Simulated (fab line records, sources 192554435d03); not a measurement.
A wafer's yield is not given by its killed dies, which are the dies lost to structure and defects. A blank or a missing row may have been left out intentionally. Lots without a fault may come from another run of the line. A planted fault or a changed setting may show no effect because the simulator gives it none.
fab line records / flow n5Finfet
[record] lots = 7 wafers = 21
route steps=1938 shown PASSIVATION@1931
startH: the number of hours between the record's first day and the start of the first shown wafer of the lot / waitH: hours from the lot's prior step to this one / " the same as in the row above / L1.1+2: several wafers, shown together as one row / - no value, or no start was given / * or withheld: withheld / < > ~ a bound
route shown NAME@n: NAME is a module with steps in the file, n the number in the route of the first one / usual: mean and standard deviation over wafers with no fault / same: alike in all rows / chamber/n: place in a boat / sites: each site's reading / _std_site: the standard deviation of these / _edge_site: mean of outer sites minus mean of inner sites / radiusMm: how far each site lies from the wafer's centre / mask NAME#n: copy n / behind: the tool/chamber that last shaped the wafer / hold: the reason the lot was held/the length of the hold in hours/how it ended / device: whichever transistor did not switch (one of n, p or np) / end of line: tests of these same wafers at the route's end / a step with no rows: only its recipe / killed: count of dies lost to structure and defects at first sort (not the wafer's yield) / map: dies across one wafer; x = killed, . = not, _ = none there
set.NAME: setting as actually run; set.NAME@STEP: the setting as run at that earlier step / model.NAME: the simulator's own value behind a step, which no gauge read
lots where settings were altered on purpose, with a table for each step and a row for each wafer
[[steps]]
[step N5_PASSIVATION_STRIP_48]
[recipe] chemistry = O2 powerW = 600 tempC = 60 pressureMtorr = 30 rfFrequencyHz = 6e+07 biasPowerW = 0 overashFraction = 0.5 o2FlowSccm = 225
lot.wafer=L078.3+6 tool=rieDiel-06 chamber=0,2 startH=313.16 waitH=0.1 set.tempC=62.7
lot.wafer=L078.4 tool=rieDiel-06 chamber=0 startH=313.16 waitH=0.1 set.tempC=60
lot.wafer=L079.1+3+5 tool=rieDiel-06 chamber=1,2,1 startH=338.51 waitH=0.1 set.tempC=60
lot.wafer=L083.2+6 tool=rieDiel-06 chamber=1,3 startH=375.57 waitH=0.1 set.tempC=58.35
lot.wafer=L083.5 tool=rieDiel-06 chamber=0 startH=375.57 waitH=0.1 set.tempC=60
lot.wafer=L084.2+3 tool=rieDiel-06 chamber=3,1 startH=394.82 waitH=0.1 set.tempC=60
lot.wafer=L084.4 tool=rieDiel-06 chamber=2 startH=394.82 waitH=0.1 set.tempC=57.1
lot.wafer=L085.1+5+6 tool=rieDiel-06 chamber=3,0,3 startH=397.04 waitH=0.1 set.tempC=60
lot.wafer=L088.1+3 tool=rieDiel-01 chamber=0,1 startH=398.48 waitH=0.1 set.tempC=56.45
lot.wafer=L088.5 tool=rieDiel-01 chamber=0 startH=398.48 waitH=0.1 set.tempC=60
lot.wafer=L087.1+2 tool=rieDiel-01 chamber=1,2 startH=407.61 waitH=0.1 set.tempC=56.81
lot.wafer=L087.3 tool=rieDiel-01 chamber=3 startH=407.61 waitH=0.1 set.tempC=60
[step N5_PASSIVATION_STRIP_52]
[recipe] chemistry = postEtchResidueRemover timeS = 1200 tempC = 72.5
[step N5_PASSIVATION_CLEAN_71]
[recipe] chemistry = IPA timeS = 180 tempC = 25
[step N5_PASSIVATION_SRD_72]
[recipe] dry = ipaMarangoni timeS = 30 tempC = 23 rinseLiquid = diw
[step N5_PASSIVATION_ANNEAL_56]
[recipe] tempC = 400 timeS = 1800 ambient = FGA idleTempC = 300 rampUpCPerMin = 5 rampDownCPerMin = 3
[step N5_PASSIVATION_PROBE_49]
[usual] defectLimitedYield = 91.3/1.4 killed_at_M0_to_M3 = 34/10 killed_at_M4_up = 14/5.5 killedAtContacts = 12/6 killedAtFrontEnd = 40/10 killedAtOther = 3.0/2.4 killedDies = 103/17 killedOpen = 68/13 killedShort = 34/7.8 sort_bin_5_function = 5.1/0.97 sort_bin_6_memory = 3.3/0.66 sortNPass = 1077/17 sortYieldPct = 91.2/1.4
[same] grossDies = 1180 killedAtBackSide = 0 sort_bin_4_leakage[%] = 0 sort_bin_8_speed[%] = 0
lot.wafer=L078.3 tool=prober-01 chamber=- startH=315.76 waitH=0.1 set.timeS@PASSIVATION_ETCH_54=411.5 defectLimitedYield[%]=0 killed_at_M0_to_M3=1104 killed_at_M4_up=28 killedAtContacts=2 killedAtFrontEnd=42 killedAtOther=4 killedDies=1180 killedOpen=75 killedShort=45 sort_bin_5_function[%]=95.8 sort_bin_6_memory[%]=3.9 sortNPass=0 sortYieldPct[%]=0
lot.wafer=L078.4 tool=prober-01 chamber=- startH=315.81 waitH=0.2 set.timeS@PASSIVATION_ETCH_54=411.5 defectLimitedYield[%]=87.3 killed_at_M0_to_M3=66 killed_at_M4_up=17 killedAtContacts=16 killedAtFrontEnd=46 killedAtOther=5 killedDies=150 killedOpen=101 killedShort=49 sort_bin_5_function[%]=7.8 sort_bin_6_memory[%]=4.7 sortNPass=1030 sortYieldPct[%]=87.3
lot.wafer=L078.6 tool=prober-01 chamber=- startH=315.91 waitH=0.3 set.timeS@PASSIVATION_ETCH_54=411.5 defectLimitedYield[%]=92.0 killed_at_M0_to_M3=35 killed_at_M4_up=14 killedAtContacts=20 killedAtFrontEnd=23 killedAtOther=2 killedDies=94 killedOpen=62 killedShort=29 sort_bin_5_function[%]=5.2 sort_bin_6_memory[%]=2.6 sortNPass=1086 sortYieldPct[%]=92.0
lot.wafer=L079.1 tool=prober-01 chamber=- startH=341.03 waitH=0.0 set.timeS@PASSIVATION_ETCH_54=440 defectLimitedYield[%]=93.1 killed_at_M0_to_M3=37 killed_at_M4_up=10 killedAtContacts=10 killedAtFrontEnd=25 killedAtOther=0 killedDies=82 killedOpen=63 killedShort=18 sort_bin_5_function[%]=3.6 sort_bin_6_memory[%]=3.1 sortNPass=1098 sortYieldPct[%]=93.1
lot.wafer=L079.3 tool=prober-01 chamber=- startH=341.13 waitH=0.1 set.timeS@PASSIVATION_ETCH_54=440 defectLimitedYield[%]=92.0 killed_at_M0_to_M3=27 killed_at_M4_up=13 killedAtContacts=26 killedAtFrontEnd=27 killedAtOther=1 killedDies=94 killedOpen=64 killedShort=30 sort_bin_5_function[%]=4.9 sort_bin_6_memory[%]=2.8 sortNPass=1086 sortYieldPct[%]=92.0
lot.wafer=L079.5 tool=prober-01 chamber=- startH=341.23 waitH=0.2 set.timeS@PASSIVATION_ETCH_54=344.2 defectLimitedYield[%]=0.4 killed_at_M0_to_M3=28 killed_at_M4_up=13 killedAtContacts=11 killedAtFrontEnd=41 killedAtOther=1082 killedDies=1175 killedOpen=62 killedShort=34 sort_bin_5_function[%]=96.3 sort_bin_6_memory[%]=3.1 sortNPass=5 sortYieldPct[%]=0.4
lot.wafer=L083.2 tool=prober-02 chamber=- startH=378.52 waitH=0.1 set.timeS@PASSIVATION_ETCH_54=440 defectLimitedYield[%]=93.5 killed_at_M0_to_M3=21 killed_at_M4_up=16 killedAtContacts=12 killedAtFrontEnd=27 killedAtOther=1 killedDies=77 killedOpen=47 killedShort=24 sort_bin_5_function[%]=4.1 sort_bin_6_memory[%]=1.7 sortNPass=1103 sortYieldPct[%]=93.5
lot.wafer=L083.5 tool=prober-02 chamber=- startH=378.67 waitH=0.2 set.timeS@PASSIVATION_ETCH_54=440 defectLimitedYield[%]=84.4 killed_at_M0_to_M3=42 killed_at_M4_up=9 killedAtContacts=10 killedAtFrontEnd=120 killedAtOther=3 killedDies=184 killedOpen=60 killedShort=44 sort_bin_5_function[%]=8.8 sort_bin_6_memory[%]=5.8 sortNPass=996 sortYieldPct[%]=84.4
lot.wafer=L083.6 tool=prober-02 chamber=- startH=378.72 waitH=0.3 set.timeS@PASSIVATION_ETCH_54=414.6 defectLimitedYield[%]=93.6 killed_at_M0_to_M3=20 killed_at_M4_up=18 killedAtContacts=5 killedAtFrontEnd=31 killedAtOther=2 killedDies=76 killedOpen=44 killedShort=25 sort_bin_5_function[%]=3.4 sort_bin_6_memory[%]=2.4 sortNPass=1104 sortYieldPct[%]=93.6
lot.wafer=L084.2 tool=prober-01 chamber=- startH=397.39 waitH=0.1 set.timeS@PASSIVATION_ETCH_54=440 defectLimitedYield[%]=90.7 killed_at_M0_to_M3=26 killed_at_M4_up=22 killedAtContacts=14 killedAtFrontEnd=45 killedAtOther=3 killedDies=110 killedOpen=76 killedShort=28 sort_bin_5_function[%]=6.0 sort_bin_6_memory[%]=3.0 sortNPass=1070 sortYieldPct[%]=90.7
lot.wafer=L084.3 tool=prober-01 chamber=- startH=397.44 waitH=0.1 set.timeS@PASSIVATION_ETCH_54=399.1 defectLimitedYield[%]=92.4 killed_at_M0_to_M3=25 killed_at_M4_up=16 killedAtContacts=5 killedAtFrontEnd=32 killedAtOther=12 killedDies=90 killedOpen=48 killedShort=31 sort_bin_5_function[%]=5.1 sort_bin_6_memory[%]=2.3 sortNPass=1090 sortYieldPct[%]=92.4
lot.wafer=L084.4 tool=prober-01 chamber=- startH=397.49 waitH=0.2 set.timeS@PASSIVATION_ETCH_54=440 defectLimitedYield[%]=91.2 killed_at_M0_to_M3=32 killed_at_M4_up=27 killedAtContacts=4 killedAtFrontEnd=39 killedAtOther=2 killedDies=104 killedOpen=67 killedShort=35 sort_bin_5_function[%]=5.3 sort_bin_6_memory[%]=3.3 sortNPass=1076 sortYieldPct[%]=91.2
lot.wafer=L085.1 tool=prober-01 chamber=- startH=399.57 waitH=0.0 set.timeS@PASSIVATION_ETCH_54=440 defectLimitedYield[%]=91.4 killed_at_M0_to_M3=30 killed_at_M4_up=14 killedAtContacts=20 killedAtFrontEnd=37 killedAtOther=0 killedDies=101 killedOpen=64 killedShort=36 sort_bin_5_function[%]=4.7 sort_bin_6_memory[%]=3.7 sortNPass=1079 sortYieldPct[%]=91.4
lot.wafer=L085.5 tool=prober-01 chamber=- startH=399.77 waitH=0.2 set.timeS@PASSIVATION_ETCH_54=440 defectLimitedYield[%]=92.4 killed_at_M0_to_M3=17 killed_at_M4_up=14 killedAtContacts=20 killedAtFrontEnd=37 killedAtOther=2 killedDies=90 killedOpen=56 killedShort=32 sort_bin_5_function[%]=4.8 sort_bin_6_memory[%]=2.6 sortNPass=1090 sortYieldPct[%]=92.4
lot.wafer=L085.6 tool=prober-01 chamber=- startH=399.82 waitH=0.3 set.timeS@PASSIVATION_ETCH_54=440 defectLimitedYield[%]=89.7 killed_at_M0_to_M3=31 killed_at_M4_up=12 killedAtContacts=26 killedAtFrontEnd=50 killedAtOther=2 killedDies=121 killedOpen=82 killedShort=38 sort_bin_5_function[%]=6.5 sort_bin_6_memory[%]=3.1 sortNPass=1059 sortYieldPct[%]=89.7
lot.wafer=L088.1 tool=prober-01 chamber=- startH=401.46 waitH=0.0 set.timeS@PASSIVATION_ETCH_54=472 defectLimitedYield[%]=85.5 killed_at_M0_to_M3=94 killed_at_M4_up=7 killedAtContacts=18 killedAtFrontEnd=52 killedAtOther=0 killedDies=171 killedOpen=76 killedShort=29 sort_bin_5_function[%]=10.8 sort_bin_6_memory[%]=3.5 sortNPass=1009 sortYieldPct[%]=85.5
lot.wafer=L088.3 tool=prober-01 chamber=- startH=401.56 waitH=0.1 set.timeS@PASSIVATION_ETCH_54=472 defectLimitedYield[%]=93.9 killed_at_M0_to_M3=25 killed_at_M4_up=4 killedAtContacts=7 killedAtFrontEnd=33 killedAtOther=3 killedDies=72 killedOpen=42 killedShort=26 sort_bin_5_function[%]=3.2 sort_bin_6_memory[%]=2.3 sortNPass=1108 sortYieldPct[%]=93.9
lot.wafer=L088.5 tool=prober-01 chamber=- startH=401.66 waitH=0.2 set.timeS@PASSIVATION_ETCH_54=440 defectLimitedYield[%]=86.2 killed_at_M0_to_M3=73 killed_at_M4_up=4 killedAtContacts=9 killedAtFrontEnd=67 killedAtOther=10 killedDies=163 killedOpen=64 killedShort=38 sort_bin_5_function[%]=10.3 sort_bin_6_memory[%]=3.1 sortNPass=1017 sortYieldPct[%]=86.2
lot.wafer=L087.1 tool=prober-02 chamber=- startH=410.10 waitH=0.0 set.timeS@PASSIVATION_ETCH_54=440 defectLimitedYield[%]=4.8 killed_at_M0_to_M3=1069 killed_at_M4_up=12 killedAtContacts=9 killedAtFrontEnd=32 killedAtOther=1 killedDies=1123 killedOpen=64 killedShort=16 sort_bin_5_function[%]=92.3 sort_bin_6_memory[%]=2.9 sortNPass=57 sortYieldPct[%]=4.8
lot.wafer=L087.2 tool=prober-02 chamber=- startH=410.15 waitH=0.1 set.timeS@PASSIVATION_ETCH_54=380 defectLimitedYield[%]=2.4 killed_at_M0_to_M3=1031 killed_at_M4_up=12 killedAtContacts=2 killedAtFrontEnd=37 killedAtOther=70 killedDies=1152 killedOpen=61 killedShort=23 sort_bin_5_function[%]=94.9 sort_bin_6_memory[%]=2.5 sortNPass=28 sortYieldPct[%]=2.4
lot.wafer=L087.3 tool=prober-02 chamber=- startH=410.20 waitH=0.1 set.timeS@PASSIVATION_ETCH_54=440 defectLimitedYield[%]=5.8 killed_at_M0_to_M3=965 killed_at_M4_up=18 killedAtContacts=12 killedAtFrontEnd=113 killedAtOther=3 killedDies=1111 killedOpen=82 killedShort=22 sort_bin_5_function[%]=88.6 sort_bin_6_memory[%]=5.3 sortNPass=69 sortYieldPct[%]=5.8
// killed by level:class
L078.3 BEOL_M0_SAQP:areaAld=1060 BEOL_M4:geometricParticle:open=14 BEOL_M1:geometricParticle:open=13 STI_FIN_REVEAL:geometricParticle:open=10 BEOL_M0_SAQP:geometricParticle:short=9 FIN_SAQP:geometricParticle:short=8 GATE_CUT:geometricParticle:short=6 BEOL_M3:geometricParticle:short=6
L078.4 BEOL_M0_SAQP:geometricParticle:short=21 STI_FIN_REVEAL:geometricParticle:open=18 BEOL_M2:geometricParticle:open=14 MOL_CONTACT_COAG:geometricParticle:open=10 BEOL_M3:geometricParticle:open=8 MOL_CONTACT_COAG:geometricParticle:short=6 BEOL_M0_SAQP:geometricParticle:open=6 BEOL_M0:geometricParticle:open=6
L078.6 MOL_CONTACT_COAG:geometricParticle:open=16 BEOL_M0:geometricParticle:open=8 BEOL_M2:geometricParticle:open=6 FIN_SAQP:geometricParticle:short=5 BEOL_M0_SAQP:geometricParticle:short=5 FIN_SAQP:geometricParticle:open=4 BEOL_M5:geometricParticle:open=4 BEOL_M1:geometricParticle:open=4
L079.1 BEOL_M2:geometricParticle:open=10 MOL_CONTACT_COAG:geometricParticle:open=8 BEOL_M1:geometricParticle:open=8 BEOL_M4:geometricParticle:open=6 FIN_SAQP:geometricParticle:open=5 GATE_CUT:geometricParticle:short=5 BEOL_M3:geometricParticle:open=5 DUMMY_GATE:geometricParticle:open=4
L079.3 MOL_CONTACT_COAG:geometricParticle:open=22 FIN_SAQP:geometricParticle:short=6 ILD0:geometricParticle:open=6 GATE_CUT:geometricParticle:short=5 BEOL_M0_SAQP:geometricParticle:short=5 BEOL_M0:geometricParticle:open=5 BEOL_M5:geometricParticle:open=5 MOL_CONTACT_COAG:geometricParticle:short=4
L079.5 PASSIVATION:areaEtch=1078 STI_FIN_REVEAL:geometricParticle:open=14 MOL_CONTACT_COAG:geometricParticle:open=10 BEOL_M0_SAQP:geometricParticle:open=10 BEOL_M0_SAQP:geometricParticle:short=7 GATE_CUT:geometricParticle:short=6 GATE_CUT:geometricParticle:open=5 BEOL_M4:geometricParticle:open=4
L083.2 STI_FIN_REVEAL:geometricParticle:open=8 MOL_CONTACT_COAG:geometricParticle:open=7 BEOL_M4:geometricParticle:open=6 MOL_CONTACT_COAG:geometricParticle:short=5 DUMMY_GATE:geometricParticle:open=4 BEOL_M0_SAQP:geometricParticle:short=4 BEOL_M0_SAQP:geometricParticle:open=4 BEOL_M2:geometricParticle:short=4
L083.5 GATE_CUT:areaExpose=79 FIN_SAQP:geometricParticle:short=14 BEOL_M2:geometricParticle:open=12 MOL_CONTACT_COAG:geometricParticle:open=9 BEOL_M0_SAQP:geometricParticle:short=9 BEOL_M3:geometricParticle:open=8 FIN_SAQP:geometricParticle:open=6 STI_FIN_REVEAL:geometricParticle:open=5
L083.6 BEOL_M4:geometricParticle:open=8 GATE_CUT:geometricParticle:short=5 MOL_CONTACT_COAG:geometricParticle:open=5 BEOL_M2:geometricParticle:open=5 HKMG_FIN:areaEtch=5 FIN_SAQP:geometricParticle:open=3 GATE_CUT:geometricParticle:open=3 BEOL_M0_SAQP:geometricParticle:short=3
L084.2 FIN_SAQP:geometricParticle:open=16 MOL_CONTACT_COAG:geometricParticle:open=14 BEOL_M4:geometricParticle:open=9 BEOL_M3:geometricParticle:open=8 FIN_SAQP:geometricParticle:short=6 DUMMY_GATE:geometricParticle:open=6 STI_FIN_REVEAL:geometricParticle:short=5 STI_FIN_REVEAL:geometricParticle:open=5
L084.3 FIN_SAQP:geometricParticle:short=10 BEOL_M3:geometricParticle:open=8 PASSIVATION:areaEtch=8 BEOL_M0_SAQP:geometricParticle:short=6 BEOL_M4:geometricParticle:open=6 STI_FIN_REVEAL:geometricParticle:open=5 FIN_SAQP:geometricParticle:open=4 MOL_CONTACT_COAG:geometricParticle:open=4
L084.4 BEOL_M4:geometricParticle:open=13 STI_FIN_REVEAL:geometricParticle:open=10 BEOL_M0_SAQP:geometricParticle:open=7 BEOL_M3:geometricParticle:open=7 GATE_CUT:geometricParticle:short=6 BEOL_M0_SAQP:geometricParticle:short=5 DUMMY_GATE:geometricParticle:open=4 BEOL_M1:geometricParticle:open=4
L085.1 MOL_CONTACT_COAG:geometricParticle:open=16 STI_FIN_REVEAL:geometricParticle:open=10 BEOL_M0_SAQP:geometricParticle:short=8 FIN_SAQP:geometricParticle:short=7 BEOL_M1:geometricParticle:open=6 DUMMY_GATE:geometricParticle:open=5 BEOL_M0_SAQP:geometricParticle:open=5 BEOL_M3:geometricParticle:open=4
L085.5 STI_FIN_REVEAL:geometricParticle:open=14 MOL_CONTACT_COAG:geometricParticle:open=14 FIN_SAQP:geometricParticle:short=6 MOL_CONTACT_COAG:geometricParticle:short=6 BEOL_M3:geometricParticle:open=6 STI_FIN_REVEAL:geometricParticle:short=4 BEOL_M0_SAQP:geometricParticle:short=4 BEOL_M3:geometricParticle:short=4
L085.6 MOL_CONTACT_COAG:geometricParticle:open=22 FIN_SAQP:geometricParticle:open=11 BEOL_M0_SAQP:geometricParticle:short=8 BEOL_M1:geometricParticle:open=8 GATE_CUT:geometricParticle:short=7 BEOL_M0_SAQP:geometricParticle:open=5 STARTING-WAFER:geometricParticle:open=5 FIN_SAQP:geometricParticle:short=4
L088.1 BEOL_M0_SAQP:areaAld=62 FIN_SAQP:geometricParticle:open=19 MOL_CONTACT_COAG:geometricParticle:open=14 BEOL_M3:geometricParticle:open=10 ILD0:geometricParticle:short=6 BEOL_M0_SAQP:geometricParticle:open=6 STI_FIN_REVEAL:geometricParticle:open=5 BEOL_M1:geometricParticle:open=5
L088.3 FIN_SAQP:geometricParticle:open=7 MOL_CONTACT_COAG:geometricParticle:open=6 BEOL_M3:geometricParticle:short=6 BEOL_M2:geometricParticle:open=5 BEOL_M0_SAQP:geometricParticle:open=5 FIN_SAQP:geometricParticle:short=4 BEOL_M0_SAQP:geometricParticle:short=4 STARTING-WAFER:geometricParticle:short=4
L088.5 BEOL_M0_SAQP:areaAld=53 STI_FIN_REVEAL:geometricParticle:open=20 FIN_SAQP:geometricParticle:short=14 FIN_SAQP:geometricParticle:open=14 MOL_CONTACT_COAG:geometricParticle:open=8 BEOL_M0_SAQP:geometricParticle:short=8 ILD0:geometricParticle:open=7 ILD0:geometricParticle:short=6
L087.1 BEOL_M0_SAQP:areaAld=1042 STI_FIN_REVEAL:geometricParticle:open=13 FIN_SAQP:geometricParticle:open=9 MOL_CONTACT_COAG:geometricParticle:open=9 BEOL_M3:geometricParticle:open=9 DUMMY_GATE:geometricParticle:open=5 BEOL_M0_SAQP:geometricParticle:short=5 BEOL_M1:geometricParticle:open=4
L087.2 BEOL_M0_SAQP:areaAld=1000 PASSIVATION:areaEtch=67 STI_FIN_REVEAL:geometricParticle:open=17 BEOL_M0_SAQP:geometricParticle:open=10 BEOL_M3:geometricParticle:open=7 BEOL_M0_SAQP:geometricParticle:short=6 FIN_SAQP:geometricParticle:open=3 STI_FIN_REVEAL:geometricParticle:short=3
L087.3 BEOL_M0_SAQP:areaAld=939 GATE_CUT:areaExpose=68 STI_FIN_REVEAL:geometricParticle:open=16 MOL_CONTACT_COAG:geometricParticle:open=12 BEOL_M2:geometricParticle:open=10 FIN_SAQP:geometricParticle:open=7 BEOL_M4:geometricParticle:open=6 BEOL_M3:geometricParticle:open=6
[[key]]
[split] step = N5_PASSIVATION_STRIP_48 setting = tempC stated = 60 by = wafer
response none clear
split outsideThisFile step=N5_PASSIVATION_ETCH_54 setting=timeS
// split outsideThisFile: this setting was split too, and the file shows its column; the key of that split is in another file
